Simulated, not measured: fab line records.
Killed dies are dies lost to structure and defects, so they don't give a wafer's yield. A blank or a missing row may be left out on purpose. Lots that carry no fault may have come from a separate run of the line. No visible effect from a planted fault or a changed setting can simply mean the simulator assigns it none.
Which tool was responsible? -- flow nand_harc -- Sampling: 13 lots, 39 wafers, 5 of 1159 route steps

== WHAT EACH GAUGE READ, for each wafer ==
NHARC_END_SORT_01. Usual: killed_at_array 27, standard deviation 8; killed_at_other 0.8, standard deviation 1.2; killed_at_periphery 3.3, standard deviation 2.3; killed_dies 31, standard deviation 8.8; killed_open 3.2, standard deviation 2.1; killed_short 2.1, standard deviation 1.4.
lot,measured,on,killed_at_array,killed_at_other,killed_at_periphery,killed_dies,killed_open,killed_short,flag
L884,day 21 03:27,prober-02,25 21 25,0 1 0,573 584 575,598 606 600,5 4 1,4 1 1,OFF
L885,day 21 03:25,prober-01,24 25 25,1 3 1,578 567 586,603 595 612,3 2 1,1 2 1,OFF

== WHICH TOOL RAN EACH LOT (tool, then ch and the chambers of the sampled wafers, then the start) ==
lot,NHARC_P_CONTACT_DEP_00,NHARC_P_CONTACT_DESCUM_17,NHARC_P_CONTACT_DEGAS_38,NHARC_P_CONTACT_ALD_22
L880,"pecvd-04 ch 0,2, day 5 20:12 or earlier","rie_diel-05 ch 0,3, day 5 20:12","pvd_sputter-03, day 5 21:51","ald_metal-04 ch 0,2,3, day 5 22:13"
L883,"pecvd-04 ch 0,1,2, day 6 09:33 or earlier","rie_diel-05 ch 2,3, day 6 09:33","pvd_sputter-02, day 6 11:14","ald_metal-01 ch 1,2, day 6 11:29"
L881,"pecvd-01 ch 0,1, day 6 09:59 or earlier","rie_diel-09 ch 1,2, day 6 09:59","pvd_sputter-03, day 6 11:46","ald_metal-02 ch 0,1,2, day 6 12:02"
L884,"pecvd-01 ch 0,1, day 7 03:26 or earlier","rie_diel-08 ch 0,1,3, day 7 03:26","pvd_sputter-01, day 7 05:01","ald_metal-01 ch 0,2,3, day 7 05:15"
L885,"pecvd-04 ch 1,2, day 7 03:57 or earlier","rie_diel-09 ch 0,1,2, day 7 03:57","pvd_sputter-03, day 7 07:03","ald_metal-02 ch 1,2,3, day 7 07:17"
L893,"pecvd-01 ch 0,1,2, day 9 05:58 or earlier","rie_diel-05 ch 0,1,2, day 9 05:58","pvd_sputter-03, day 9 07:34","ald_metal-01 ch 1,2,3, day 9 07:50"
L894,"pecvd-02 ch 0,1, day 9 06:23 or earlier","rie_diel-08 ch 0,3, day 9 06:23","pvd_sputter-02, day 9 08:24","ald_metal-04 ch 1,2, day 9 08:40"
L895,"pecvd-02 ch 0,2, day 9 14:32 or earlier","rie_diel-08 ch 0,3, day 9 14:32","pvd_sputter-02, day 9 16:40","ald_metal-02 ch 0,1,2, day 9 16:55"
L896,"pecvd-01 ch 0,1, day 9 22:25 or earlier","rie_diel-05 ch 2,3, day 9 22:25","pvd_sputter-03, day 10 00:01","ald_metal-01 ch 1,2,3, day 10 00:18"
L898,"pecvd-04 ch 0,1, day 10 08:03 or earlier","rie_diel-05 ch 0,2,3, day 10 08:03","pvd_sputter-02, day 10 09:38","ald_metal-04 ch 0,1,2, day 10 09:52"
L899,"pecvd-02 ch 1,2, day 10 08:22 or earlier","rie_diel-08 ch 0,1,3, day 10 08:22","pvd_sputter-02, day 10 09:57","ald_metal-01 ch 0,1,3, day 10 10:11"
L900,"pecvd-04 ch 0,1,2, day 10 18:53 or earlier","rie_diel-08 ch 0,1,3, day 10 18:53","pvd_sputter-03, day 10 20:28","ald_metal-02 ch 0,1,3, day 10 20:44"
L901,"pecvd-04 ch 0,1,2, day 10 19:26 or earlier","rie_diel-09 ch 1,2,3, day 10 19:26","pvd_sputter-02, day 10 21:20","ald_metal-01 ch 1,2,3, day 10 21:36"
- NHARC_P_CONTACT_DEP_00: deposits SiO2, target thk 500 nm.
- NHARC_P_CONTACT_DESCUM_17: chemistry O2, time 3 s.
- NHARC_P_CONTACT_DEGAS_38: time 60 s.
- NHARC_P_CONTACT_ALD_22: deposits TiN, target thk 3 nm, pulse time 1 s, ald cycles 150.

== AS READ BY THE TOOLS THEMSELVES (means over the sampled wafers that have a number; for cases with no such wafer, the mark the record gives instead) ==
NHARC_P_CONTACT_DEP_00. Usual: heater_power_w 580 W, standard deviation 100; throttle_valve_pct 15.9 %, standard deviation 0.35.
lot,tool,heater_power_w (W),throttle_valve_pct (%),flag
L880,pecvd-04,544,15.7,
L883,pecvd-04,523,15.9,
L881,pecvd-01,629,15.3,
L884,pecvd-01,643,15.3,
L885,pecvd-04,474,16.1,
L893,pecvd-01,575,15.7,
L894,pecvd-02,675,15.9,
L895,pecvd-02,659,15.7,
L896,pecvd-01,679,15.4,
L898,pecvd-04,475,16.0,
L899,pecvd-02,669,16.0,
L900,pecvd-04,512,15.8,
L901,pecvd-04,518,16.0,

NHARC_P_CONTACT_DESCUM_17. Usual: drypump_motor_current_A 5.8 A, standard deviation 0.52; oes_product_au 1.000 a.u., standard deviation 0.0094; rf_vpp_V 58.0 V, standard deviation 0.85; showerhead_plenum_p_Torr 1.96 Torr, standard deviation 0.062; throttle_valve_pct 11.311 %, standard deviation 0.0097.
lot,tool,drypump_motor_current_A (A),oes_product_au (a.u.),rf_vpp_V (V),showerhead_plenum_p_Torr (Torr),throttle_valve_pct (%),flag
L880,rie_diel-05,5.8,1.000,57.8,1.98,11.310,
L883,rie_diel-05,5.2,1.000,57.1,1.94,11.320,
L881,rie_diel-09,6.3,0.993,57.4,1.84,11.311,
L884,rie_diel-08,5.9,1.006,58.3,1.99,11.321,
L885,rie_diel-09,6.1,1.005,57.3,1.87,11.311,
L893,rie_diel-05,5.9,1.011,57.8,1.99,11.315,
L894,rie_diel-08,5.8,0.998,58.3,2.01,11.313,
L895,rie_diel-08,5.8,0.991,59.1,2.00,11.321,
L896,rie_diel-05,5.2,1.003,57.9,1.94,11.306,
L898,rie_diel-05,5.6,1.006,58.3,1.96,11.310,
L899,rie_diel-08,5.9,0.998,58.0,1.99,11.306,
L900,rie_diel-08,5.9,0.996,57.9,1.99,11.311,
L901,rie_diel-09,6.4,0.999,58.0,1.82,11.310,

NHARC_P_CONTACT_DEGAS_38. Usual: heater_power_w 494 W, standard deviation 58.
lot,tool,heater_power_w (W),flag
L880,pvd_sputter-03,515,
L883,pvd_sputter-02,513,
L881,pvd_sputter-03,534,
L884,pvd_sputter-01,458,
L885,pvd_sputter-03,466,
L893,pvd_sputter-03,482,
L894,pvd_sputter-02,513,
L895,pvd_sputter-02,513,
L896,pvd_sputter-03,498,
L898,pvd_sputter-02,516,
L899,pvd_sputter-02,509,
L900,pvd_sputter-03,508,
L901,pvd_sputter-02,522,

NHARC_P_CONTACT_ALD_22. Usual: heater_power_outer_w 679 W, standard deviation 62; heater_power_w 1065 W, standard deviation 79; precursor_pulse_height_rel 1.001, standard deviation 0.019.
lot,tool,heater_power_outer_w (W),heater_power_w (W),precursor_pulse_height_rel,flag
L880,ald_metal-04,660,1029,1.013,
L883,ald_metal-01,657,1022,0.993,
L881,ald_metal-02,657,1008,1.017,
L884,ald_metal-01,-,-,-,OFF
L885,ald_metal-02,-,-,-,OFF
L893,ald_metal-01,671,1060,0.988,
L894,ald_metal-04,643,1032,1.015,
L895,ald_metal-02,665,1029,0.998,
L896,ald_metal-01,670,1065,0.988,
L898,ald_metal-04,673,1042,1.007,
L899,ald_metal-01,684,1078,1.017,
L900,ald_metal-02,733,1113,1.008,
L901,ald_metal-01,674,1069,0.977,

== THE ANSWER, worked out from the rows above alone ==
Rule: lot off if the mean of its wafers having a number is beyond 3 standard deviations from the usual mean. Also off: a lot with no number at a reading for which 4 or more lots have one. The other lots that the step has rows for count as sound. After the gauges, taken in route order, come the tools' own readings; for these a lot's mean is taken, as printed above. The first step at which some lot is off is used, and at that step the reading that is off furthest; a lot without a number counts as furthest.
Off: L884, L885, at NHARC_END_SORT_01 (killed_at_periphery). Neither off nor sound, because the step has no rows for them: L880, L883, L881, L893, L894, L895, L896, L898, L899, L900, L901.
If a tool, at a process step before that reading, ran all the lots that are off and no sound lot after the first of them, it fits. Not tried: the gauges at NHARC_END_SORT_01; whatever is off there is also off at NHARC_P_CONTACT_ALD_22, on other tools, and gauge error can't account for it. NHARC_P_CONTACT_DEP_00 gives no start for some lots, so the hours and the order of its lots are those of NHARC_P_CONTACT_DESCUM_17. No candidate that was tried fits.

== WHAT THE SIMULATOR PUT IN ==
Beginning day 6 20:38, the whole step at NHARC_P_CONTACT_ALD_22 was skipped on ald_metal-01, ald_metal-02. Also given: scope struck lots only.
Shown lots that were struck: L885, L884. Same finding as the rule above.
